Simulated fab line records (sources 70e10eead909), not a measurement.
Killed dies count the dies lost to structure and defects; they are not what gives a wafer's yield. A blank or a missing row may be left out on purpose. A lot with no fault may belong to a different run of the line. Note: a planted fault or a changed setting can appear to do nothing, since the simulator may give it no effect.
Matching of chambers ; flow nand harc ; 4 sister chambers for NHARC_A_STAIRCASE_CMP_450 on cmp-01
The step polishes SiO2, target thk 200 nm. 18 wafers are shown with their chamber, then 9 later ones without.

== EACH WAFER AND ITS CHAMBER ==
wafer;chamber;motor current A (A);edge zone pressure frac;slurry flow ml min
L075.2;2;12.8;1.000;150.2
L075.4;0;11.3;0.997;150.2
L075.5;2;12.5;1.006;149.9
L078.1;2;12.4;1.002;149.4
L078.3;1;10.6;0.994;150.0
L078.4;3;11.6;0.995;150.2
L080.2;1;10.3;0.993;150.5
L080.3;0;11.2;0.990;150.2
L080.5;2;12.5;1.004;149.9
L083.2;3;10.6;1.003;150.3
L083.3;0;11.9;1.004;150.0
L083.6;2;11.9;1.005;150.8
L086.2;3;11.7;1.007;150.0
L086.5;2;12.6;1.005;149.3
L086.6;3;10.8;1.005;150.7
L091.3;3;11.6;0.999;150.0
L091.4;1;10.8;0.999;150.1
L091.5;0;11.4;0.997;149.7

SIGNATURES, as means of the wafers listed above
reading;chamber 0;chamber 1;chamber 2;chamber 3;scatter within a chamber
motor current A;11.450;10.567;12.450;11.260;0.373
edge zone pressure frac;0.99700;0.99533;1.00367;1.00180;0.00411
slurry flow ml min;150.025;150.200;149.917;150.240;0.392
Rule: a wafer lies at a distance from a chamber equal to the root of the sum of squares, over the readings, of (its reading less the chamber's mean, divided by the reading's scatter). If the next closest chamber is less than 2 further off than the closest, the wafer can't be placed; otherwise it belongs to the closest. The scatter: the root of (the sum of the squares of (reading less its chamber's mean) over the shown wafers, divided by (wafers less chambers)).

== WAFERS MISSING THEIR CHAMBER ==
wafer;motor current A (A);edge zone pressure frac;slurry flow ml min
L094.1;10.5;0.999;150.0
L094.2;11.1;0.996;149.7
L094.5;11.1;1.004;149.9
L096.2;11.6;0.997;148.8
L096.3;11.0;1.008;150.5
L096.4;11.9;1.006;150.1
L097.2;10.8;1.009;150.0
L097.3;12.4;1.009;150.1
L097.6;11.5;1.001;150.0

== THE CHAMBER EACH PASSED THROUGH ==
wafer;from the rows above;in truth
L094.1;can't be placed: 1 or 3 or 0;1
L094.2;can't be placed: 0 or 1 or 3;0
L094.5;can't be placed: 3 or 0 or 1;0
L096.2;can't be placed: 0 or 3 or 2 or 1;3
L096.3;can't be placed: 3 or 0 or 1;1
L096.4;can't be placed: 2 or 3 or 0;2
L097.2;can't be placed: 3 or 0 or 1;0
L097.3;2;2
L097.6;can't be placed: 3 or 0 or 2 or 1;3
1 of 9 placed correctly. Can't be placed from these rows: 8 (the true chamber is among the candidates in 8). 0 placed wrongly.
